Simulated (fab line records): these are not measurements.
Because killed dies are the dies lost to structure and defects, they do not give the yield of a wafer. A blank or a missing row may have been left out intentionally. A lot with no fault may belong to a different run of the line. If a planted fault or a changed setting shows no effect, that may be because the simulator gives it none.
A struck lot beside a sound one    flow n5_finfet    23 steps out of a route of 1938
Sound: these wafers, L668.2, L668.3, L668.6. Struck: wafers L663.1, L663.2, L663.3. Last of all comes the cause.
Each step with rows lists, per side, the tool, then ch with its chambers, then its first start. Under that, the readings that differ: sound wafers    struck wafers    difference of the means    sigmas: that difference in standard deviations of wafers without a fault.
alike: readings with means less than 2 such deviations apart, plus words and numbers identical on both sides. not compared: withheld readings, readings lacking a value on some wafer, bounds such as >300 that could conceal the same value, and numbers that have no deviation in the record and whose values overlap.
Wherever a step has rows on one side only, a row that says differs or no value, or a row with sigmas, the two part there. Numbers that have no deviation but don't overlap get no sigmas and don't part them. A reading missing from all wafers of one side parts the sides only when that side holds two or more wafers.

first, 9 steps without rows for these wafers: N5_BEOL_M10_ILD_DEP_00 (deposits SiCOH lowk from DEMS/porogen, target thk 308.51 nm, time 58 s); N5_BEOL_M10_CURE_71 (cures SiCOH lowk, time 240 s); N5_BEOL_M10_PECVD_70 (deposits SiO2 from TEOS/O2, target thk 20 nm, time 22.7 s); N5_BEOL_M10_HM_DEP_02 (deposits TiN, target thk 20 nm); N5_BEOL_M10_COAT_59 (time 60 s, resist thk 100 nm); N5_BEOL_M10_COAT_60 (time 60 s, resist thk 30 nm); N5_BEOL_M10_COAT_05 (resist thk 90 nm); N5_BEOL_M10_EBR_07; N5_BEOL_M10_SOFTBAKE_06 (time 60 s).
N5_BEOL_M10_EXPOSE_08: exposes mask M10.
  sound on arfi_scanner-01 ch 0, day 16 13:45; struck on arfi_scanner-02 ch 0, day 13 17:49
reading               sound              struck             difference  sigmas
exposure_dose_mJ_cm2  53.77 53.73 53.80  50.54 50.54 50.57  -3.22       -49
  alike: mask
then, 2 steps without rows for these wafers: N5_BEOL_M10_PEB_09 (peb time 60 s); N5_BEOL_M10_DEVELOP_10 (develop time 30 s).
N5_BEOL_M10_CD_MEAS_11 targets a cd of 64.1 nm.
  sound on cd_sem-03 ch 0, day 16 13:52; struck on cd_sem-03 ch 0, day 13 17:57
reading     sound           struck          difference  sigmas
cd_nm (nm)  64.2 65.5 64.4  61.9 61.6 60.7  -3.3        -4
then, 1 step without rows for these wafers: N5_BEOL_M10_DESCUM_16 (chemistry O2, time 7.9 s).
N5_BEOL_M10_ETCH_61: etches SiARC in CF4, target depth 39 nm, time 65 s.
  sound on rie_diel-05 ch 1,3, day 16 13:59; struck on rie_diel-05 ch 0,2,3, day 13 18:04
reading                           sound    struck          difference  sigmas
model.BEOL_M10.cd_offset_nm (nm)  0 1.4 0  -1.8 -2.6 -3.2  -3.0        
  alike: drypump_motor_current_A, etch_rf_on_time_s, mfc_ar_sccm, oes_product_au, rf_vpp_V, showerhead_plenum_p_Torr, throttle_valve_pct
  not compared: rf_hours_counter_h
N5_BEOL_M10_ETCH_62: etches SOC in N2/H2, target depth 110 nm, overetch 22 nm, time 165 s.
  sound on rie_diel-05 ch 1,3, day 16 14:02; struck on rie_diel-05 ch 0,2,3, day 13 18:07
reading                           sound          struck      difference  sigmas
model.BEOL_M10.cd_offset_nm (nm)  -0.4 1.2 -0.2  -2 -2 -3.2  -3          
  alike: drypump_motor_current_A, oes_product_au, rf_vpp_V, showerhead_plenum_p_Torr, temp_c, throttle_valve_pct
  not compared: rf_hours_counter_h
then, 4 steps without rows for these wafers: N5_BEOL_M10_STRIP_68 (strips in N2/H2); N5_BEOL_M10_STRIP_67 (strips in CF4); N5_BEOL_M10_HM_OPEN_17 (chemistry Cl2/BCl3, target TiN, target depth 20 nm, overetch 6 nm); N5_BEOL_M10_STRIP_19 (strips in O2).
N5_BEOL_M10_CD_MEAS_18: pitch 140 nm, target cd 70 nm.
  sound on cd_sem-03, day 16 14:25; struck on cd_sem-02, day 13 18:32
reading     sound           struck          difference  sigmas
cd_nm (nm)  69.9 71.2 69.9  67.6 68.2 67.0  -2.7        -3
then, 2 steps without rows for these wafers: N5_BEOL_M10_COAT_63 (time 60 s, resist thk 100 nm); N5_PASSIVATION_PROBE_49.

== WHERE THEY PART ==
First at N5_BEOL_M10_EXPOSE_08; last, within this record, at N5_BEOL_M10_CD_MEAS_18.

WHY: what the simulator had put in
Drift in process parameters on arfi_scanner-02 at N5_BEOL_M10_EXPOSE_08, starting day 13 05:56. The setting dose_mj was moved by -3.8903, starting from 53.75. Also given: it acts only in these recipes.
